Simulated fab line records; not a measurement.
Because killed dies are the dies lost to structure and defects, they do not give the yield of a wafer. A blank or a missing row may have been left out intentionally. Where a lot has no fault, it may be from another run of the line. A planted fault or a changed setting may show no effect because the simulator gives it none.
Matching of chambers    flow nandHarc    4 sister chambers for NHARC_P_M0_STRIP_18 on rieDiel-10
The step strips in N2/H2. 16 wafers are shown with their chamber, then 8 later ones without.

WAFERS, EACH WITH ITS CHAMBER
wafer   chamber  showerheadPlenumPTorr (Torr)  drypumpMotorCurrentA (A)  oesProductAu (a.u.)
L142.2  2        2.17                          6.6                       0.986
L142.4  0        2.18                          6.3                       0.994
L142.6  3        1.96                          5.8                       0.974
L143.1  3        1.96                          5.8                       0.974
L143.3  2        2.17                          6.6                       0.994
L143.4  1        1.94                          5.2                       0.972
L144.1  1        1.93                          5.2                       0.976
L144.2  0        2.18                          6.3                       1.006
L144.4  2        2.17                          6.6                       0.989
L145.1  3        1.96                          5.8                       0.980
L145.3  1        1.93                          5.2                       0.983
L145.6  0        2.18                          6.3                       1.007
L146.3  0        2.18                          6.3                       1.005
L146.5  0        2.18                          6.3                       1.008
L146.6  3        1.96                          5.8                       1.000
L149.1  2        2.16                          6.7                       0.978

SIGNATURES (averages over the wafers above)
reading                chamber 0  chamber 1  chamber 2  chamber 3  scatter within a chamber
showerheadPlenumPTorr  2.1800     1.9333     2.1675     1.9600     0.00344
drypumpMotorCurrentA   6.300      5.200      6.625      5.800      0.025
oesProductAu           1.00400    0.97700    0.98675    0.98200    0.00808
Rule: a wafer's distance from a chamber is the root of the sum, over the readings, of the square of ((its reading less the chamber's mean) divided by the reading's scatter). The wafer belongs to the nearest chamber; if the next one is less than 2 further off, it can't be placed. The scatter: take each reading less its chamber's mean, square it, sum over the shown wafers, divide by the number of wafers less the number of chambers, and take the root.

WAFERS MISSING THEIR CHAMBER
wafer   showerheadPlenumPTorr (Torr)  drypumpMotorCurrentA (A)  oesProductAu (a.u.)
L149.2  1.93                          5.3                       0.969
L149.6  1.93                          5.2                       0.970
L150.1  1.96                          5.8                       1.006
L150.3  2.16                          6.6                       0.997
L150.5  1.96                          5.8                       1.008
L151.1  1.93                          5.2                       0.976
L151.2  2.18                          6.3                       1.006
L151.5  2.16                          6.6                       0.986

EACH ONE'S CHAMBER
wafer   from the rows above  in truth
L149.2  1                    1
L149.6  1                    1
L150.1  3                    3
L150.3  2                    2
L150.5  3                    3
L151.1  1                    1
L151.2  0                    0
L151.5  2                    2
Placed correctly: 8 of 8. Can't be placed from these rows: 0. 0 placed wrongly.
